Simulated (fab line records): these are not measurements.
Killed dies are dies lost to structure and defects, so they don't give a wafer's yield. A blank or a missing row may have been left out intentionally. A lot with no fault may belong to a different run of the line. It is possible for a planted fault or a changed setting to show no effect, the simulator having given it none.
Which tool did it? + flow n5 finfet + 30 wafers from 11 lots sampled at 4 of the route's 1938 steps

## WHAT EACH GAUGE READ, for each wafer
N5_BEOL_M9_OCD_MEAS_38.
| lot  | measured     | on     | trench depth nm (nm) |
|------|--------------|--------|----------------------|
| L690 | day 10 08:06 | ocd-01 | 151 149              |
| L691 | day 10 17:03 | ocd-01 | 156 151              |
| L693 | day 11 08:40 | ocd-01 | 154 153              |
| L701 | day 12 17:13 | ocd-02 | 143 145 142          |
| L704 | day 13 00:55 | ocd-02 | 156 157 146          |
| L700 | day 13 00:58 | ocd-01 | 145 143 143          |
| L705 | day 14 02:11 | ocd-01 | 153 144 152          |
| L703 | day 14 02:13 | ocd-02 | 146 142 141          |
| L706 | day 14 06:08 | ocd-01 | 149 154 143          |
| L708 | day 14 23:24 | ocd-02 | 155 149 148          |
| L711 | day 15 23:28 | ocd-01 | 153 153 155          |

## WHICH TOOL RAN EACH LOT (tool, then ch and the chambers of the sampled wafers, then the start)
| lot  | N5_BEOL_M9_ETCH_66                 | N5_BEOL_M9_TRENCH_ETCH_37          | N5_BEOL_M9_STRIP_80                           |
|------|------------------------------------|------------------------------------|-----------------------------------------------|
| L690 | rie diel-01 ch 0, day 10 07:44     | rie diel-01 ch 0, day 10 07:56     | rie diel-01 ch 0, day 10 08:06 or earlier     |
| L691 | rie diel-01 ch 1,3, day 10 16:41   | rie diel-01 ch 1,3, day 10 16:53   | rie diel-01 ch 1,3, day 10 17:03 or earlier   |
| L693 | rie diel-01 ch 3, day 11 08:18     | rie diel-01 ch 3, day 11 08:30     | rie diel-01 ch 3, day 11 08:40 or earlier     |
| L701 | rie diel-01 ch 0,1,2, day 12 16:50 | rie diel-01 ch 0,1,2, day 12 17:02 | rie diel-01 ch 0,1,2, day 12 17:13 or earlier |
| L704 | rie diel-03 ch 1,2,3, day 13 00:33 | rie diel-03 ch 1,2,3, day 13 00:45 | rie diel-03 ch 1,2,3, day 13 00:55 or earlier |
| L700 | rie diel-01 ch 0,1,2, day 13 00:35 | rie diel-01 ch 0,1,2, day 13 00:48 | rie diel-01 ch 0,1,2, day 13 00:58 or earlier |
| L705 | rie diel-02 ch 0,1,3, day 14 01:48 | rie diel-02 ch 0,1,3, day 14 02:00 | rie diel-02 ch 0,1,3, day 14 02:11 or earlier |
| L703 | rie diel-01 ch 0,2,3, day 14 01:50 | rie diel-01 ch 0,2,3, day 14 02:02 | rie diel-01 ch 0,2,3, day 14 02:13 or earlier |
| L706 | rie diel-03 ch 0,1,3, day 14 05:46 | rie diel-03 ch 0,1,3, day 14 05:58 | rie diel-03 ch 0,1,3, day 14 06:08 or earlier |
| L708 | rie diel-03 ch 0,1, day 14 23:02   | rie diel-03 ch 0,1, day 14 23:14   | rie diel-03 ch 0,1, day 14 23:24 or earlier   |
| L711 | rie diel-03 ch 1,2, day 15 23:05   | rie diel-03 ch 1,2, day 15 23:17   | rie diel-03 ch 1,2, day 15 23:28 or earlier   |
- N5_BEOL_M9_ETCH_66: etches SOC in N2/H2, target depth 80 nm, overetch 16 nm, time 120 s.
- N5_BEOL_M9_TRENCH_ETCH_37: etches SiCOH lowk in C4F6/O2, target depth 151.43 nm, time 49 s.
- N5_BEOL_M9_STRIP_80: strips in N2/H2, time 10 s.

## THE ANSWER, worked out from the rows above alone
Rule: what is usual is taken from the lots themselves. The widest of any qualifying gaps counts: lots, ordered by their means at a reading, are off when they make up no more than a third of the lots, leave a main group of 4 or more, and stand apart from it by 3 or more times the standard deviation of that group's means. A main group is skipped when, at the precision printed for the reading in the tables above, its means are all equal. A lot without any number at a reading at which 4 lots or more have one is off too. The other lots that the step has rows for count as sound.
No lot is off at any reading shown: from this, nothing can be told.

## WHAT THE SIMULATOR HAD INSERTED
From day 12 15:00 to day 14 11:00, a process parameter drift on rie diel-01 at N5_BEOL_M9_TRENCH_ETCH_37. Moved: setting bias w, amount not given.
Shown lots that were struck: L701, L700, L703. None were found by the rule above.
